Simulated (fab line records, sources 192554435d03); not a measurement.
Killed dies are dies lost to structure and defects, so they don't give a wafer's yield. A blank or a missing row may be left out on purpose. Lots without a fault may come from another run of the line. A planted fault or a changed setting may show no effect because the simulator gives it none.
fab line records | flow n5_finfet
record lots=24 wafers=72 last_day=17
route steps=1938 shown BEOL_M12@1652 BEOL_M13@1669
lots that met no fault: from a run of the same line without faults
start_h: hours from the record's first day to the start of the lot's first wafer shown | wait_h: hours since the lot's step before | " the same as in the row above | L1.1+2: a row that stands for several wafers | - no value, or no start given | * or withheld: withheld | < > ~ a bound
route shown NAME@n: a module of which the file shows steps, and the number in the route of the first | usual: mean/standard deviation of fault-free wafers | same: alike in all rows | chamber/n: place in a boat | sites: the reading at each site | _std_site: their standard deviation | _edge_site: outer sites' mean less inner sites' | radius_mm: how far each site lies from the wafer's centre | mask NAME#n: copy n | behind: the tool/chamber that last shaped the wafer | hold: why the lot was held/for how many hours/how that ended | device: the transistor (n, p or np) that didn't switch | end of line: the same wafers' tests at the end of the route | a step without rows: its recipe alone | killed: dies lost to structure and defects at the first sort, not the wafer's yield | map: a wafer's dies, x killed, . not, _ none there
set.NAME: the setting as run; set.NAME@STEP: as run at that earlier step | model.NAME: the simulator's own value behind a step, which no gauge read
steps of the route over a sample of lots; a table a step, a row a wafer
services: from which hour (start_h, from the record's first day; less than 0 if before it) a tool's chamber was out of use, for how many hours, and why
## steps
# step N5_BEOL_M12_ANNEAL_48
# recipe temp_c=225 time_s=90 ambient=N2
# usual wafer_temp_C_max=225.88/0.22
# same time_s=90
# columns lot.wafer tool chamber start_h wait_h wafer_temp_C_max
L074.1 rtp_anneal-02 0 230.16 0.4 225.95
L074.2 " 0 " " 225.89
L074.5 " 0 " " 225.80
L076.1 rtp_anneal-01 0 235.29 0.3 225.36
L076.2 " 0 " " 225.65
L076.4 " 0 " " 226.07
L075.1 rtp_anneal-02 0 238.73 0.1 225.80
L075.2 " 0 " " 226.05
L075.3 " 0 " " 225.78
L077.2 rtp_anneal-01 0 242.46 0.3 226.25
L077.3 " 0 " " 225.97
L077.5 " 0 " " 226.07
L078.2 rtp_anneal-01 0 262.20 0.1 225.94
L078.3 " 0 " " 226.04
L078.6 " 0 " " 226.00
L079.1 rtp_anneal-02 0 272.73 0.1 226.04
L079.4 " 0 " " 225.96
L079.6 " 0 " " 226.04
L080.4 rtp_anneal-01 0 275.67 0.2 225.67
L080.5 " 0 " " 225.62
L080.6 " 0 " " 225.53
L081.3 rtp_anneal-01 0 279.37 0.2 225.93
L081.4 " 0 " " 225.80
L081.5 " 0 " " 225.84
L084.1 rtp_anneal-02 0 292.26 0.1 226.11
L084.2 " 0 " " 226.18
L084.6 " 0 " " 226.38
L082.1 rtp_anneal-02 0 296.06 0.1 225.82
L082.2 " 0 " " 225.70
L082.6 " 0 " " 225.33
L083.2 rtp_anneal-02 0 296.81 0.1 225.96
L083.4 " 0 " " 226.06
L083.6 " 0 " " 225.81
L085.1 rtp_anneal-01 0 308.06 0.1 225.84
L085.5 " 0 " " 225.78
L085.6 " 0 " " 225.78
L087.1 rtp_anneal-01 0 314.56 0.7 225.74
L087.5 " 0 " " 225.90
L087.6 " 0 " " 225.61
L089.1 rtp_anneal-01 0 323.61 0.4 225.57
L089.3 " 0 " " 225.57
L089.4 " 0 " " 225.41
L086.1 rtp_anneal-01 0 327.26 0.1 225.53
L086.2 " 0 " " 225.78
L086.4 " 0 " " 225.68
L088.1 rtp_anneal-02 0 338.55 0.1 225.81
L088.4 " 0 " " 225.97
L088.5 " 0 " " 226.31
L090.3 rtp_anneal-02 0 341.84 0.2 225.83
L090.5 " 0 " " 226.50
L090.6 " 0 " " 225.99
L092.2 rtp_anneal-01 0 345.46 0.1 225.59
L092.4 " 0 " " 225.77
L092.6 " 0 " " 225.78
L091.1 rtp_anneal-01 0 347.12 0.8 225.98
L091.4 " 0 " " 225.51
L091.5 " 0 " " 225.85
L093.1 rtp_anneal-01 0 369.74 0.1 225.86
L093.4 " 0 " " 225.86
L093.6 " 0 " " 226.08
L094.1 rtp_anneal-01 0 372.88 0.1 225.61
L094.2 " 0 " " 225.74
L094.6 " 0 " " 225.77
L097.1 rtp_anneal-01 0 374.66 0.1 225.89
L097.2 " 0 " " 225.72
L097.3 " 0 " " 225.86
L095.3 rtp_anneal-01 0 378.47 0.3 225.66
L095.5 " 0 " " 225.80
L095.6 " 0 " " 225.70
L096.1 rtp_anneal-02 0 381.21 0.1 225.82
L096.4 " 0 " " 226.13
L096.6 " 0 " " 226.37
# step N5_BEOL_M12_DEP_53
# recipe material=SiCN target_thk_a=300 temp_c=withheld precursor=3MS/NH3 pressure_torr=3 rf_w=675 time_s=10.5
# usual showerhead_plenum_p_Torr=4.157/0.03 throttle_valve_pct=17.6/0.89
# same time_s=10.5
# columns lot.wafer tool chamber start_h wait_h showerhead_plenum_p_Torr throttle_valve_pct
L074.1 pecvd-04 1 230.82 0.0 4.178 17.3
L074.2 " 0 " " 4.178 17.2
L074.5 " 2 " " 4.076 17.3
L076.1 pecvd-01 0 235.96 0.0 4.155 18.3
L076.2 " 1 " " 4.156 18.6
L076.4 " 1 " " 4.161 18.8
L075.1 pecvd-03 0 239.39 0.0 4.195 17.6
L075.2 " 2 " " 4.155 15.7
L075.3 " 1 " " 4.144 18.9
L077.2 pecvd-03 2 243.08 0.0 4.156 16.0
L077.3 " 0 " " 4.187 17.6
L077.5 " 1 " " 4.143 18.7
L078.2 pecvd-01 1 262.82 0.0 4.155 18.7
L078.3 " 2 " " 4.163 17.5
L078.6 " 2 " " 4.166 17.7
L079.1 pecvd-03 0 273.38 0.0 4.192 17.6
L079.4 " 1 " " 4.144 18.9
L079.6 " 2 " " 4.153 15.8
L080.4 pecvd-04 1 276.20 0.0 4.165 17.5
L080.5 " 2 " " 4.087 17.4
L080.6 " 0 " " 4.185 17.3
L081.3 pecvd-04 2 279.93 0.0 4.096 17.7
L081.4 " 2 " " 4.096 17.5
L081.5 " 1 " " 4.168 18.0
L084.1 pecvd-03 0 292.92 0.0 4.184 17.8
L084.2 " 1 " " 4.142 18.8
L084.6 " 2 " " 4.159 15.8
L082.1 pecvd-03 0 296.79 0.0 4.191 17.9
L082.2 " 2 " " 4.154 16.0
L082.6 " 2 " " 4.148 16.3
L083.2 pecvd-04 0 297.42 0.0 4.181 17.3
L083.4 " 2 " " 4.086 17.5
L083.6 " 0 " " 4.185 17.4
L085.1 pecvd-04 0 308.72 0.0 4.173 17.2
L085.5 " 0 " " 4.172 17.3
L085.6 " 1 " " 4.165 17.2
L087.1 pecvd-04 2 315.21 0.0 4.081 17.4
L087.5 " 2 " " 4.090 17.8
L087.6 " 0 " " 4.176 17.4
L089.1 pecvd-03 2 324.26 0.0 4.150 16.1
L089.3 " 0 " " 4.199 17.6
L089.4 " 0 " " 4.183 17.6
L086.1 pecvd-01 1 327.91 0.0 4.158 18.8
L086.2 " 2 " " 4.172 18.2
L086.4 " 0 " " 4.149 18.1
L088.1 pecvd-04 2 339.20 0.0 4.087 17.6
L088.4 " 0 " " 4.182 17.3
L088.5 " 2 " " 4.087 17.7
L090.3 pecvd-01 0 342.41 0.0 4.156 18.3
L090.5 " 2 " " 4.169 18.0
L090.6 " 0 " " 4.154 18.1
L092.2 pecvd-03 0 346.08 0.0 4.201 17.7
L092.4 " 2 " " 4.149 16.4
L092.6 " 2 " " 4.158 16.3
L091.1 pecvd-04 0 347.79 0.0 4.186 17.4
L091.4 " 2 " " 4.080 17.5
L091.5 " 0 " " 4.173 17.2
L093.1 pecvd-03 1 370.40 0.0 4.152 18.8
L093.4 " 1 " " 4.134 18.9
L093.6 " 2 " " 4.151 15.9
L094.1 pecvd-01 0 373.53 0.0 4.157 17.9
L094.2 " 1 " " 4.154 18.8
L094.6 " 2 " " 4.184 18.0
L097.1 pecvd-03 2 375.33 0.0 4.157 15.9
L097.2 " 1 " " 4.133 18.6
L097.3 " 0 " " 4.203 17.9
L095.3 pecvd-03 0 379.04 0.0 4.188 17.8
L095.5 " 0 " " 4.178 18.1
L095.6 " 2 " " 4.155 16.3
L096.1 pecvd-03 0 381.86 0.0 4.182 18.0
L096.4 " 2 " " 4.159 16.0
L096.6 " 1 " " 4.144 19.0
# step N5_BEOL_M12_INSPECT_55
# recipe inspect_instrument=darkfield mode=post_dep
# usual raw_defect_count=71/27
# columns lot.wafer tool chamber start_h wait_h raw_defect_count
L074.1 defect_inspect-01 - 230.91 0.0 41
L074.2 " - " " 73
L074.5 " - " " 52
L076.1 defect_inspect-01 - 236.04 0.0 60
L076.2 " - " " 56
L076.4 " - " " 43
L075.1 defect_inspect-02 - 239.48 0.0 128
L075.2 " - " " 110
L075.3 " - " " 57
L077.2 defect_inspect-01 - 243.17 0.0 80
L077.3 " - " " 67
L077.5 " - " " 63
L078.2 defect_inspect-02 - 262.91 0.0 77
L078.3 " - " " 81
L078.6 " - " " 39
L079.1 defect_inspect-02 - 273.47 0.0 89
L079.4 " - " " 91
L079.6 " - " " 124
L080.4 defect_inspect-02 - 276.28 0.0 103
L080.5 " - " " 56
L080.6 " - " " 65
L081.3 defect_inspect-02 - 280.02 0.0 59
L081.4 " - " " 31
L081.5 " - " " 31
L084.1 defect_inspect-02 - 293.01 0.0 58
L084.2 " - " " 76
L084.6 " - " " 72
L082.1 defect_inspect-01 - 296.87 0.0 59
L082.2 " - " " 85
L082.6 " - " " 72
L083.2 defect_inspect-01 - 297.51 0.0 65
L083.4 " - " " 57
L083.6 " - " " 63
L085.1 defect_inspect-01 - 308.81 0.0 40
L085.5 " - " " 61
L085.6 " - " " 79
L087.1 defect_inspect-02 - 315.30 0.0 62
L087.5 " - " " 53
L087.6 " - " " 71
L089.1 defect_inspect-02 - 324.35 0.0 59
L089.3 " - " " 35
L089.4 " - " " 73
L086.1 defect_inspect-01 - 328.00 0.0 68
L086.2 " - " " 26
L086.4 " - " " 38
L088.1 defect_inspect-01 - 339.29 0.0 57
L088.4 " - " " 65
L088.5 " - " " 49
L090.3 defect_inspect-01 - 342.50 0.0 166
L090.5 " - " " 108
L090.6 " - " " 110
L092.2 defect_inspect-02 - 346.18 0.0 41
L092.4 " - " " 40
L092.6 " - " " 47
L091.1 defect_inspect-02 - 347.88 0.0 70
L091.4 " - " " 62
L091.5 " - " " 74
L093.1 defect_inspect-02 - 370.49 0.0 111
L093.4 " - " " 94
L093.6 " - " " 108
L094.1 defect_inspect-02 - 373.62 0.0 55
L094.2 " - " " 36
L094.6 " - " " 22
L097.1 defect_inspect-01 - 375.41 0.0 122
L097.2 " - " " 136
L097.3 " - " " 79
L095.3 defect_inspect-01 - 379.13 0.0 59
L095.5 " - " " 63
L095.6 " - " " 36
L096.1 defect_inspect-01 - 381.95 0.0 98
L096.4 " - " " 83
L096.6 " - " " 67
# step N5_BEOL_M13_CD_MEAS_10
# recipe target_cd_nm=190 landing_energy_ev=500 detector=se_inlens polarity=opening
# usual cd_nm=189.9/1.2
# columns lot.wafer tool chamber start_h wait_h cd_nm
L074.1 cd_sem-01 0 231.46 - 190.1
L074.2 " 0 " " 191.0
L074.5 " 0 " " 188.9
L076.1 cd_sem-01 0 236.54 - 190.1
L076.2 " 0 " " 190.0
L076.4 " 0 " " 190.7
L075.1 cd_sem-01 0 239.97 - 191.0
L075.2 " 0 " " 190.7
L075.3 " 0 " " 189.2
L077.2 cd_sem-03 0 243.80 - 189.3
L077.3 " 0 " " 189.5
L077.5 " 0 " " 189.7
L078.2 cd_sem-03 0 263.53 - 191.9
L078.3 " 0 " " 190.3
L078.6 " 0 " " 191.4
L079.1 cd_sem-01 0 274.09 - 190.6
L079.4 " 0 " " 190.7
L079.6 " 0 " " 190.2
L080.4 cd_sem-01 0 276.77 - 190.2
L080.5 " 0 " " 189.5
L080.6 " 0 " " 189.4
L081.3 cd_sem-02 0 280.51 - 191.9
L081.4 " 0 " " 189.1
L081.5 " 0 " " 190.2
L084.1 cd_sem-03 0 293.62 - 189.5
L084.2 " 0 " " 188.1
L084.6 " 0 " " 188.0
L082.1 cd_sem-01 0 297.37 - 189.0
L082.2 " 0 " " 188.3
L082.6 " 0 " " 190.5
L083.2 cd_sem-01 0 298.00 - 189.5
L083.4 " 0 " " 189.1
L083.6 " 0 " " 188.9
L085.1 cd_sem-03 0 309.30 - 190.1
L085.5 " 0 " " 190.6
L085.6 " 0 " " 188.2
L087.1 cd_sem-02 0 315.79 - 190.5
L087.5 " 0 " " 192.1
L087.6 " 0 " " 192.6
L089.1 cd_sem-01 0 324.84 - 191.6
L089.3 " 0 " " 190.9
L089.4 " 0 " " 189.4
L086.1 cd_sem-03 0 328.55 - 192.7
L086.2 " 0 " " 191.8
L086.4 " 0 " " 193.0
L088.1 cd_sem-03 0 339.78 - 188.4
L088.4 " 0 " " 188.9
L088.5 " 0 " " 189.0
L090.3 cd_sem-03 0 343.05 - 189.2
L090.5 " 0 " " 190.6
L090.6 " 0 " " 191.6
L092.2 cd_sem-02 0 346.67 - 189.7
L092.4 " 0 " " 190.0
L092.6 " 0 " " 189.2
L091.1 cd_sem-01 0 348.50 - 189.8
L091.4 " 0 " " 188.9
L091.5 " 0 " " 189.6
L093.1 cd_sem-01 0 371.11 - 188.5
L093.4 " 0 " " 190.2
L093.6 " 0 " " 189.3
L094.1 cd_sem-03 0 374.23 - 189.8
L094.2 " 0 " " 190.6
L094.6 " 0 " " 188.8
L097.1 cd_sem-01 0 376.03 - 189.5
L097.2 " 0 " " 189.0
L097.3 " 0 " " 190.0
L095.3 cd_sem-03 0 379.74 - 189.3
L095.5 " 0 " " 189.6
L095.6 " 0 " " 190.1
L096.1 cd_sem-03 0 382.44 - 191.4
L096.4 " 0 " " 192.4
L096.6 " 0 " " 191.4
# step N5_BEOL_M13_VIA_ETCH_16
# recipe chemistry=C4F8/O2/Ar target=SiOC pressure_mtorr=30 source_w=3000 bias_w=700 Ar_flow_sccm=400 C4F8_flow_sccm=15 O2_flow_sccm=8 he_inner_torr=15 he_outer_torr=30 target_depth_a=9217 time_s=withheld ion_energy_ev=250 ends=cleared
# usual C4F8_flow_sccm=15.00/0.039 bias_w=699.7/2 drypump_motor_current_A=5.51/0.26 oes_product_au=0.73/0.078 rf_vpp_V=665.2/2.7 showerhead_plenum_p_Torr=3.41/0.1 throttle_valve_pct=24.12/0.28
# columns lot.wafer tool chamber start_h wait_h C4F8_flow_sccm bias_w drypump_motor_current_A oes_product_au rf_vpp_V showerhead_plenum_p_Torr throttle_valve_pct
L074.1 rie_diel-01 1 231.64 0.0 15.00 703.2 5.47 0.86 668.3 3.49 23.73
L074.2 " 2 " " 14.97 702.3 5.78 0.61 667.1 3.52 24.79
L074.5 " 2 " " 14.97 701.5 5.78 0.61 668.5 3.52 24.79
L076.1 rie_diel-02 3 236.71 0.0 15.06 702.6 5.35 0.68 662.4 3.26 24.16
L076.2 " 1 " " 15.00 699.9 5.65 0.72 662.6 3.30 24.12
L076.4 " 1 " " 15.03 698.2 5.66 0.73 663.7 3.30 24.11
L075.1 rie_diel-06 2 240.14 0.0 14.98 698.8 5.44 0.65 668.0 3.51 23.92
L075.2 " 1 " " 15.01 699.8 5.30 0.61 665.6 3.35 24.23
L075.3 " 3 " " 15.00 700.5 5.92 0.76 670.9 3.62 23.98
L077.2 rie_diel-01 0 243.97 0.0 14.99 699.9 5.43 0.67 662.3 3.26 24.23
L077.3 " 3 " " 15.02 704.1 5.16 0.75 666.5 3.47 24.51
L077.5 " 0 " " 15.01 700.3 5.41 0.67 661.3 3.26 24.21
L078.2 rie_diel-02 0 263.70 0.0 14.99 701.7 5.11 0.84 667.2 3.48 23.90
L078.3 " 3 " " 15.08 699.5 5.36 0.67 662.0 3.26 24.18
L078.6 " 3 " " 15.01 701.3 5.35 0.66 659.6 3.26 24.17
L079.1 rie_diel-02 0 274.50 0.0 14.97 698.2 5.11 0.84 666.9 3.48 23.90
L079.4 " 3 " " 15.04 698.2 5.36 0.66 660.3 3.26 24.19
L079.6 " 3 " " 15.02 697.9 5.36 0.66 661.7 3.26 24.20
L080.4 rie_diel-01 3 276.94 0.0 15.00 699.2 5.19 0.74 666.4 3.47 24.54
L080.5 " 3 " " 15.00 698.6 5.18 0.73 665.3 3.47 24.53
L080.6 " 0 " " 15.00 702.8 5.38 0.68 662.3 3.26 24.25
L081.3 rie_diel-02 3 280.68 0.0 15.01 700.5 5.35 0.66 661.7 3.25 24.19
L081.4 " 2 " " 15.02 701.1 5.84 0.73 665.8 3.42 23.63
L081.5 " 0 " " 15.03 699.7 5.12 0.83 667.0 3.48 23.91
L084.1 rie_diel-02 3 293.80 0.0 14.96 699.3 5.32 0.66 661.7 3.25 24.19
L084.2 " 0 " " 14.97 698.8 5.13 0.82 666.9 3.48 23.91
L084.6 " 1 " " 15.03 699.6 5.66 0.71 662.6 3.29 24.13
L082.1 rie_diel-06 0 297.54 0.0 14.97 698.9 5.80 0.87 663.3 3.39 24.20
L082.2 " 2 " " 14.93 700.7 5.43 0.63 667.4 3.50 23.96
L082.6 " 0 " " 14.97 701.6 5.79 0.86 664.8 3.39 24.21
L083.2 rie_diel-02 3 298.17 0.0 14.92 701.1 5.33 0.66 660.8 3.25 24.19
L083.4 " 2 " " 15.06 698.9 5.88 0.72 665.6 3.42 23.64
L083.6 " 0 " " 14.94 699.9 5.11 0.81 667.1 3.48 23.92
L085.1 rie_diel-02 3 309.47 0.0 15.00 697.3 5.33 0.66 661.9 3.25 24.20
L085.5 " 0 " " 15.02 697.4 5.12 0.81 666.1 3.47 23.92
L085.6 " 1 " " 15.06 699.8 5.68 0.71 661.2 3.29 24.14
L087.1 rie_diel-06 0 316.07 0.0 14.96 700.8 5.78 0.85 662.1 3.39 24.22
L087.5 " 0 " " 14.97 696.9 5.80 0.85 662.3 3.39 24.20
L087.6 " 3 " " 14.95 698.4 5.90 0.73 668.1 3.61 24.00
L089.1 rie_diel-06 2 325.02 0.0 14.97 699.0 5.46 0.63 668.7 3.49 23.95
L089.3 " 1 " " 15.04 701.4 5.35 0.60 664.4 3.35 24.24
L089.4 " 0 " " 14.89 700.2 5.80 0.85 664.1 3.38 24.23
L086.1 rie_diel-02 2 328.73 0.0 15.00 697.9 5.85 0.71 665.7 3.41 23.67
L086.2 " 3 " " 14.99 697.0 5.34 0.65 661.1 3.25 24.21
L086.4 " 1 " " 15.03 698.7 5.65 0.71 662.9 3.29 24.17
L088.1 rie_diel-01 3 339.96 0.0 15.01 700.4 5.16 0.72 666.6 3.46 24.57
L088.4 " 0 " " 14.98 698.6 5.39 0.66 660.5 3.25 24.26
L088.5 " 3 " " 15.00 700.9 5.17 0.72 664.0 3.46 24.56
L090.3 rie_diel-06 2 343.37 0.1 14.98 695.6 5.41 0.63 668.2 3.49 23.96
L090.5 " 2 " " 15.05 696.0 5.42 0.62 666.9 3.49 23.96
L090.6 " 0 " " 14.95 697.2 5.80 0.83 664.5 3.38 24.23
L092.2 rie_diel-02 0 346.85 0.0 14.98 699.8 5.10 0.78 666.4 3.47 23.92
L092.4 " 1 " " 14.98 698.7 5.69 0.70 661.8 3.28 24.17
L092.6 " 2 " " 14.99 698.2 5.82 0.70 666.5 3.41 23.67
L091.1 rie_diel-01 1 348.67 0.0 15.00 702.8 5.51 0.81 665.6 3.47 23.77
L091.4 " 2 " " 14.99 698.8 5.74 0.83 667.2 3.51 24.50
L091.5 " 0 " " 14.97 697.6 5.42 0.66 662.4 3.25 24.25
L093.1 rie_diel-06 0 371.28 0.0 14.98 698.1 5.79 0.82 664.9 3.38 24.24
L093.4 " 3 " " 14.98 695.9 5.89 0.71 669.3 3.60 24.03
L093.6 " 2 " " 14.98 701.4 5.42 0.62 667.0 3.49 23.98
L094.1 rie_diel-01 3 374.41 0.0 15.01 700.0 5.16 0.72 666.5 3.45 24.58
L094.2 " 1 " " 15.05 700.3 5.51 0.79 667.1 3.47 23.77
L094.6 " 0 " " 15.08 699.2 5.43 0.65 663.1 3.24 24.26
L097.1 rie_diel-01 3 376.21 0.0 15.02 699.7 5.17 0.71 665.8 3.45 24.58
L097.2 " 1 " " 15.02 700.7 5.49 0.80 668.3 3.47 23.77
L097.3 " 2 " " 14.98 699.1 5.79 0.80 667.5 3.50 24.53
L095.3 rie_diel-01 2 379.92 0.0 15.04 702.1 5.78 0.79 667.1 3.50 24.54
L095.5 " 3 " " 15.04 701.9 5.16 0.72 665.2 3.45 24.59
L095.6 " 2 " " 15.02 699.4 5.74 0.80 667.2 3.50 24.52
L096.1 rie_diel-06 1 382.62 0.0 14.93 701.1 5.32 0.88 662.8 3.34 23.94
L096.4 " 0 " " 14.95 699.5 5.82 0.80 662.5 3.38 24.24
L096.6 " 1 " " 15.03 702.4 5.33 0.88 664.8 3.34 23.92
# step N5_BEOL_M13_OVL_MEAS_29
# recipe points_per_wafer=44
# usual M13_OVL=-7/5.5
# columns lot.wafer tool chamber start_h wait_h M13_OVL[nm]
L074.1 overlay-01 0 232.56 0.0 -8
L074.2 " 0 " " -8
L074.5 " 0 " " -5
L076.1 overlay-02 0 237.64 0.0 -11
L076.2 " 0 " " -14
L076.4 " 0 " " -8
L075.1 overlay-01 0 240.94 0.0 2
L075.2 " 0 " " -8
L075.3 " 0 " " -7
L077.2 overlay-02 0 244.91 0.0 2
L077.3 " 0 " " -2
L077.5 " 0 " " 1
L078.2 overlay-01 0 264.50 0.0 -4
L078.3 " 0 " " -10
L078.6 " 0 " " -8
L079.1 overlay-02 0 275.43 0.0 -16
L079.4 " 0 " " -10
L079.6 " 0 " " -12
L080.4 overlay-01 0 277.88 0.0 1
L080.5 " 0 " " 0
L080.6 " 0 " " 5
L081.3 overlay-01 0 281.61 0.0 -15
L081.4 " 0 " " -16
L081.5 " 0 " " -12
L084.1 overlay-02 0 294.75 0.0 -3
L084.2 " 0 " " 2
L084.6 " 0 " " -3
L082.1 overlay-01 0 298.35 0.0 -9
L082.2 " 0 " " 3
L082.6 " 0 " " -6
L083.2 overlay-02 0 298.97 0.0 -4
L083.4 " 0 " " -8
L083.6 " 0 " " -3
L085.1 overlay-02 0 310.27 0.0 -7
L085.5 " 0 " " -4
L085.6 " 0 " " -4
L087.1 overlay-01 0 316.99 0.0 -17
L087.5 " 0 " " 0
L087.6 " 0 " " -11
L089.1 overlay-02 0 325.94 0.0 -6
L089.3 " 0 " " -2
L089.4 " 0 " " -9
L086.1 overlay-02 0 329.66 0.0 -23
L086.2 " 0 " " -14
L086.4 " 0 " " -12
L088.1 overlay-02 0 340.76 0.0 -6
L088.4 " 0 " " -5
L088.5 " 0 " " 1
L090.3 overlay-01 0 344.40 0.0 -7
L090.5 " 0 " " -10
L090.6 " 0 " " -2
L092.2 overlay-02 0 347.65 0.0 0
L092.4 " 0 " " -2
L092.6 " 0 " " 2
L091.1 overlay-02 0 349.60 0.0 -7
L091.4 " 0 " " -6
L091.5 " 0 " " -4
L093.1 overlay-02 0 372.08 0.0 -6
L093.4 " 0 " " -4
L093.6 " 0 " " -8
L094.1 overlay-01 0 375.33 0.0 -10
L094.2 " 0 " " -3
L094.6 " 0 " " -13
L097.1 overlay-01 0 377.13 0.0 -8
L097.2 " 0 " " -15
L097.3 " 0 " " -16
L095.3 overlay-01 0 380.85 0.0 -7
L095.5 " 0 " " -4
L095.6 " 0 " " -2
L096.1 overlay-01 0 383.54 0.0 -12
L096.4 " 0 " " -9
L096.6 " 0 " " -8
## services
# columns tool chamber start_h hours kind
pecvd-04 - 217.39 1.0 repair
rie_diel-02 0 233.89 - clean
rie_diel-02 0 233.89 - consumable_replace:focus_ring
rie_diel-02 0 233.89 14.9 scheduled_down
rie_diel-02 0 233.89 14.9 vent_cycle
rie_diel-01 2 235.33 5.0 repair
rie_diel-01 2 242.52 - clean
rie_diel-01 2 242.52 - consumable_replace:focus_ring
rie_diel-01 2 242.52 17.4 scheduled_down
rie_diel-01 2 242.52 17.4 vent_cycle
rie_diel-02 1 243.32 8.0 repair
pecvd-01 - 245.54 0.4 repair
rie_diel-06 0 260.74 - clean
pecvd-03 2 276.37 5.0 scheduled_down
pecvd-04 1 293.87 2.1 scheduled_down
pecvd-03 - 307.04 2.8 pm
rie_diel-01 1 313.05 21.1 repair
rtp_anneal-02 - 313.88 7.3 pm
pecvd-04 0 323.42 2.1 scheduled_down
pecvd-03 1 325.94 2.1 scheduled_down
pecvd-03 0 340.35 2.1 scheduled_down
rie_diel-06 3 342.18 7.7 repair
pecvd-03 1 342.48 5.0 scheduled_down
rie_diel-06 0 344.37 5.4 repair
## key
fault none
